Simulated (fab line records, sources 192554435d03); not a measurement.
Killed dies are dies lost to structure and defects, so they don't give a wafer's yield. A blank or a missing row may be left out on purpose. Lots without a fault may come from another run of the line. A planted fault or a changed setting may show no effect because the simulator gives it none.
Problem report in the 8D (eight disciplines) form, filled by code | flow n5_finfet | the parts of the form that need people (team, actions taken, sign-off) are left out

1. THE PROBLEM
rf_fwd_power_W at N5_BEOL_M3_ETCH_70 reads a mean of 632.1 W on 6 wafers of 2 lots; wafers without a fault read 835.5 W with a standard deviation of 2.9. That is -70 standard deviations from the usual mean.
The step: etches SOC in N2/H2, target depth 80 nm, overetch 16 nm, time 120 s.
First seen on wafer L779.2, day 14 20:52, on rie_diel-04. The record holds 24 wafers of 8 lots with a number at this step. Rule for "out", or "out of limits": more than 4 standard deviations from the usual mean. The other wafers with a number count as sound.

2. WHAT IT IS AND WHAT IT IS NOT
question                    | is                       | is not
which readings at this step | rf_fwd_power_W, rf_vpp_V | chamber_pressure_mTorr, drypump_motor_current_A, h2_flow_sccm, oes_product_au, showerhead_plenum_p_Torr, temp_c, throttle_valve_pct
which lots                  | L779, L781               | L769, L770, L771, L774, L785, L786
which wafers of those lots  | all that have a number   | -
read on which tools         | rie_diel-04              | rie_diel-01, rie_diel-05
when                        | from day 14 20:52        | up to then (12 sound wafers); but 6 sound wafers of L785, L786 came after

3. SUSPECTS, AND WHAT RULES EACH OUT
Counting: a tool at a process step up to the reading stays a suspect if it ran every lot that is out and no sound lot after the first of them.
- rie_diel-01 at N5_BEOL_M3_ETCH_69 (etches SiARC in CF4, target depth 15.6 nm, time 26 s): ruled out as a lasting fault. Sound lots L785, L786 ran on it after its first lot that is out, L779 (day 14 02:41).
- rie_diel-04 at N5_BEOL_M3_ETCH_70 (etches SOC in N2/H2, target depth 80 nm, overetch 16 nm, time 120 s): kept. It ran every lot that is out, first L779 (day 14 20:52), and no sound lot after that; its last sound lot up to then is L771 (day 13 20:14). Its own readings are out on those wafers: rf_fwd_power_W, rf_vpp_V.
Left after counting: rie_diel-04 at N5_BEOL_M3_ETCH_70.

4. THE CAUSE (what the simulator had put in)
Process parameter drift: rie_diel-04, from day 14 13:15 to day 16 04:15, at N5_BEOL_M3_ETCH_70. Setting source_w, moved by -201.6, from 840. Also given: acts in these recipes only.
Counting left only this tool.

5. THE CHAIN OF EFFECTS, in route order
Each row: a reading whose mean over the struck wafers that have a number lies more than 3 standard deviations from the usual. Only readings for which the record gives a usual standard deviation are gone through. hours: the time from each lot's start at the first step in this table that gives one to its start at this step, as a median over the lots. sigmas: the change in usual standard deviations.
hours | step               | reading        | usual   | on struck wafers | change | sigmas
0     | N5_BEOL_M3_ETCH_70 | rf_fwd_power_W | 835.5 W | 632.1            | -203.4 | -70
0     | N5_BEOL_M3_ETCH_70 | rf_vpp_V       | 524.1 V | 574.0            | +49.9  | +25
The process steps in it:
- N5_BEOL_M3_ETCH_70: etches SOC in N2/H2, target depth 80 nm, overetch 16 nm, time 120 s.
Later measuring or inspecting steps at which every struck wafer that the step has a row for has a number for every such reading, and none has moved that far: N5_BEOL_M4_RC_MEAS_101.

6. WHAT WOULD HAVE CAUGHT IT SOONER
In this record the first reading out of limits was taken at day 14 20:52, 8 hours after the fault began at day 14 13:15.
